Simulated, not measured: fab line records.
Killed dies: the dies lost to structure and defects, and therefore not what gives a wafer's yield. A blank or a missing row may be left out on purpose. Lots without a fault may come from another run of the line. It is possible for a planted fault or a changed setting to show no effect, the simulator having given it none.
2 desks looking at one fault	flow nandHarc	each desk holds nothing but its own numbers, with what lay behind them at the end

## THE TOOL OWNER'S DESK: lithoTrack-04
The tool's own readings at NHARC_P_GATE_PEB_24 (peb time 65 s): means of the sampled wafers that have a number, for each lot that ran on this tool. Any lot whose mean is over 4 standard deviations away from the usual mean is out of limits and marked OUT; that distance is given in the brackets.
Columns: A = heaterPowerTotalW at NHARC_P_GATE_PEB_24, usual 156.6 W; B = resistLineTempC at NHARC_P_GATE_PEB_24, usual 23.02 C
lot	first seen here	A	B
L975	day 4 16:22	156.7	23.06
L981	day 6 01:53	156.4	23.05
L980	day 6 02:22	156.2	22.96
L984	day 7 04:32	156.4	22.99
L988	day 8 04:00	175.1 (+47) OUT	22.88
L990	day 8 06:37	169.7 (+34) OUT	23.06
L991	day 8 20:17	175.8 (+49) OUT	23.06
Finding of this desk: L988, L990, L991 out of limits; the first was L988 at day 8 04:00, on heaterPowerTotalW at NHARC_P_GATE_PEB_24. L975, L981, L980, L984 stayed within limits.

## METROLOGY DESK
Means of the sampled wafers that have a number, per lot and without regard to the tool the lot ran on: this is what the gauges read. Any lot whose mean is over 4 standard deviations away from the usual mean is out of limits and marked OUT; that distance is given in the brackets.
Columns: A = trenchDepthNm at NHARC_P_STI_OCD_MEAS_43, usual 301.7 nm; B = trenchFootCdNm at NHARC_P_STI_OCD_MEAS_43, usual 157.8 nm; C = cdNm at NHARC_P_GATE_CD_MEAS_26, usual 120.1 nm
lot	first seen here	A	B	C
L975	day 2 13:58	299.0	159.9	120.3
L976	day 2 17:45	304.8	157.9	120.8
L979	day 3 12:43	299.5	157.1	119.9
L980	day 3 18:12	302.1	157.3	120.5
L981	day 4 00:46	300.5	159.1	120.3
L982	day 4 06:14	301.3	155.0	120.0
L983	day 4 12:55	300.7	158.2	120.1
L984	day 4 20:52	301.5	154.7	119.8
L987	day 5 12:16	301.1	156.2	120.0
L988	day 5 18:29	299.6	160.7	127.0 (+14) OUT
L990	day 6 07:02	303.4	157.8	125.2 (+11) OUT
L991	day 6 16:37	303.1	156.4	127.8 (+16) OUT
L997	day 8 01:19	301.6	158.7	120.0
L998	day 8 06:56	304.2	157.0	119.7
Finding of this desk: L988, L990, L991 out of limits; the first was L988 at day 8 04:05, on cdNm at NHARC_P_GATE_CD_MEAS_26. L975, L976, L979, L980, L981, L982, L983, L984, L987, L997, L998 stayed within limits.

## ALL TOGETHER
The tool owner's desk had the chance to raise an alarm at day 8 04:00 on L988, L990, L991.
At day 8 04:05 the metrology desk could have sounded an alarm, on L988, L990, L991.
All the named lots went through NHARC_P_GATE_PEB_24 on lithoTrack-04.

## WHAT HAD BEEN PUT IN BY THE SIMULATOR
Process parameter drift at NHARC_P_GATE_PEB_24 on lithoTrack-04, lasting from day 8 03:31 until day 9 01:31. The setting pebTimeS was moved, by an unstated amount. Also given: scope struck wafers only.
Struck lots among those shown: L988, L990, L991.
Hours from the fault's start to each desk's first reading out of limits: the tool owner's desk, 0; the metrology desk, 1.
